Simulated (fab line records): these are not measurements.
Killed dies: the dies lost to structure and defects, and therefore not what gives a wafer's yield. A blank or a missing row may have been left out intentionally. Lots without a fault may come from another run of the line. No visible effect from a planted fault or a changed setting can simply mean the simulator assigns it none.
The same fault as seen by 2 desks || flow n5Finfet || each desk holds nothing but its own numbers, with what lay behind them at the end

## METROLOGY DESK
Lot by lot, what the gauges showed, no matter which tool ran the lot: averages of those sampled wafers that carry a number. Marked OUT: a lot whose mean sits more than 4 standard deviations from the usual mean, which makes it out of limits; the brackets give that distance. It has 11 readings; the 7 that lie furthest out on some lot are the ones shown.
Columns: A = DIBL_N at N5_BEOL_M4_RC_MEAS_101, usual 36.0 mV/V; B = IOFF_N at N5_BEOL_M4_RC_MEAS_101, usual 0.156 nA/um; C = IOFF_P at N5_BEOL_M4_RC_MEAS_101, usual 0.21 nA/um; D = ION_N at N5_BEOL_M4_RC_MEAS_101, usual 673 uA/um; E = ION_P at N5_BEOL_M4_RC_MEAS_101, usual 463 uA/um; F = VT_N at N5_BEOL_M4_RC_MEAS_101, usual 250 mV; G = VT_P at N5_BEOL_M4_RC_MEAS_101, usual -250 mV
{"lot": "L941", "first seen here": "day 5 11:59", "A": 34.7, "B": 0.124, "C": 0.19, "D": 658, "E": 458, "F": 255, "G": -251}
{"lot": "L942", "first seen here": "day 5 19:26", "A": 36.4, "B": 0.169, "C": 0.18, "D": 674, "E": 456, "F": 249, "G": -255}
{"lot": "L943", "first seen here": "day 6 00:56", "A": 36.2, "B": 0.148, "C": 0.17, "D": 670, "E": 455, "F": 253, "G": -254}
{"lot": "L951", "first seen here": "day 7 23:20", "A": 35.9, "B": 0.158, "C": 0.22, "D": 676, "E": 468, "F": 250, "G": -250}
{"lot": "L953", "first seen here": "day 8 12:35", "A": 35.4, "B": 0.153, "C": 0.27, "D": 687, "E": 482, "F": 248, "G": -242}
{"lot": "L954", "first seen here": "day 8 18:14", "A": 36.6, "B": 0.166, "C": 0.22, "D": 676, "E": 466, "F": 251, "G": -249}
{"lot": "L955", "first seen here": "day 9 03:34", "A": 36.0, "B": 0.170, "C": 0.19, "D": 680, "E": 460, "F": 248, "G": -253}
{"lot": "L960", "first seen here": "day 10 05:02", "A": 38.0, "B": 0.196, "C": 0.23, "D": 684, "E": 463, "F": 247, "G": -251}
{"lot": "L961", "first seen here": "day 10 08:57", "A": 34.3, "B": 0.139, "C": 0.20, "D": 673, "E": 468, "F": 250, "G": -247}
Finding of this desk: none of the 9 lots has anything out of limits.

## DESK OF THE TOOL OWNER: lithoTrack-01
The tool's own readings at N5_MOL_CONTACT_COAG_COAT_64 (time 60 s, resist thk 10 nm): means of the sampled wafers that have a number, for each lot that ran on this tool. Marked OUT: a lot whose mean sits more than 4 standard deviations from the usual mean, which makes it out of limits; the brackets give that distance.
Columns: A = exhaustPa at N5_MOL_CONTACT_COAG_COAT_64, usual 45.0 Pa; B = spinSpeedRpm at N5_MOL_CONTACT_COAG_COAT_64, usual 1500.0 rpm
{"lot": "L941", "first seen here": "day 5 11:43", "A": 46.0, "B": 1500.8}
{"lot": "L943", "first seen here": "day 6 00:31", "A": 43.7, "B": 1500.4}
{"lot": "L951", "first seen here": "day 7 23:00", "A": 43.8, "B": "1446.4 (-54) OUT"}
{"lot": "L953", "first seen here": "day 8 12:19", "A": 45.6, "B": "1445.7 (-54) OUT"}
Finding of this desk: L951, L953 out of limits; the first was L951 at day 7 23:00, on spinSpeedRpm at N5_MOL_CONTACT_COAG_COAT_64. L941, L943 stayed within limits.

## PUT TOGETHER
An alarm could have come from the tool owner's desk at day 7 23:00, on L951, L953.
From the metrology desk's view, nothing was out of limits.
The metrology desk has L951, L953 on record, within its limits.
All the named lots went through N5_MOL_CONTACT_COAG_COAT_64 on lithoTrack-01.

## WHAT THE SIMULATOR HAD PUT IN
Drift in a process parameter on lithoTrack-01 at N5_MOL_CONTACT_COAG_COAT_64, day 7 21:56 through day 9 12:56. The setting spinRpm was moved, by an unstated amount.
Shown lots that were struck: L951, L953.
Delay in hours, fault start to first out-of-limits reading, by desk: the tool owner's desk at 1.
